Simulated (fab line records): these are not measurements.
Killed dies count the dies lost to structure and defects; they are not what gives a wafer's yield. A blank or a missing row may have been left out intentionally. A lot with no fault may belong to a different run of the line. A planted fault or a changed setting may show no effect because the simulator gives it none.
Struck lot and sound lot, side by side || flow nandHarc || 14 steps out of a route of 1302
Sound: the wafers L525.1, L525.3, L525.6. Wafers L518.1, L518.2, L518.5 were the ones struck. At the end, the cause is stated.
Order at every step that has rows: each side's tool, ch and its chambers, its first start. Under that, the readings that differ: sound wafers || struck wafers || difference of the means || sigmas: that difference in standard deviations of wafers without a fault.
alike: same words and numbers on both sides, and readings whose means sit less than 2 such deviations apart. not compared: any withheld reading, any reading some wafer has no value for, any bound like >300 that may hide the same value, and any number with overlapping values for which the record gives no deviation.
A row with sigmas, a row that says differs or no value, or rows on one side alone: a step with any of these is where the two part. Numbers that don't overlap but have no deviation are shown without sigmas and don't part them. A reading missing from all wafers of one side parts the sides only when that side holds two or more wafers.

first, 2 steps without rows for these wafers: NHARC_A_STAIRCASE_PRECLEAN_318 (cleans in SC1); NHARC_A_STAIRCASE_SRD_329.
NHARC_A_STAIRCASE_ALD_415: deposits SiO2, target thk 30 nm, pulse time 6 s, ald cycles 300.
  sound on aldHk-03 ch 0,3, day 23 04:38; struck on aldHk-01 ch 2,3, day 20 10:10
  alike: heaterPowerOuterW, heaterPowerW, precursorPulseHeightRel
NHARC_A_STAIRCASE_ETCHBACK_416: etches the open film in C4F8/O2/Ar, target depth 36 nm, time 7.2 s.
  sound on rieDiel-11 ch 0,1; struck on rieDiel-11 ch 0,2,3
  alike: oesProductAu, rfVppV
  not compared: rfHoursCounterH
NHARC_A_STAIRCASE_STRIP_476: strips in O2, time 20 s.
  sound on rieDiel-11 ch 0,2, day 23 06:35; struck on rieDiel-11 ch 0,2, day 20 12:07
  alike: drypumpMotorCurrentA, oesProductAu, rfVppV, showerheadPlenumPTorr, throttleValvePct
  not compared: rfHoursCounterH
NHARC_A_STAIRCASE_DEP_417: deposits Si3N4, target thk 60 nm.
  sound on pecvd-03 ch 0,1,2, day 23 06:40; struck on pecvd-03 ch 0,1,2, day 20 12:13
  alike: heaterPowerOuterW, heaterPowerW, rfFwdPowerW
then, 3 steps without rows for these wafers: NHARC_A_STAIRCASE_WET_418 (chemistry H3PO4, target depth 20 nm); NHARC_A_STAIRCASE_PRECLEAN_419 (cleans in SC1); NHARC_A_STAIRCASE_SRD_421.
NHARC_A_STAIRCASE_ALD_420: deposits SiO2, target thk 20 nm, pulse time 6 s, ald cycles 200.
  sound on aldHk-01 ch 0,1,2, day 23 10:01; struck on aldHk-03 ch 1,2, day 20 17:10
  alike: heaterPowerOuterW, heaterPowerW, precursorPulseHeightRel
then, 1 step without rows for these wafers: NHARC_A_STAIRCASE_CVD_552 (deposits SiNx, target thk 40 nm).
NHARC_A_STAIRCASE_DEP_151: deposits SiO2, target thk 7200 nm.
  sound on pecvd-04 ch 0,1, day 23 18:24; struck on pecvd-03 ch 1,2, day 21 01:18
{"reading": "rfFwdPowerW (W)", "sound": "499.2 495.6 495.6", "struck": "418.0 418.8 417.5", "difference": -78.7, "sigmas": -49}
  alike: heaterPowerOuterW, heaterPowerW
then, 1 step without rows for these wafers: NHARC_A_STAIRCASE_ANNEAL_320 (time 1800 s).
NHARC_END_SORT_01:
  the record has rows for the sound wafers here (prober-02 ch 0, day 30 19:49) and none for the struck ones

## WHERE THEY PART
First at NHARC_A_STAIRCASE_DEP_151; last, within this record, at NHARC_END_SORT_01.

WHY: the cause the simulator had injected
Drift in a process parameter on pecvd-03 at NHARC_A_STAIRCASE_DEP_151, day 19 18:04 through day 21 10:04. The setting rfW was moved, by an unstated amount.
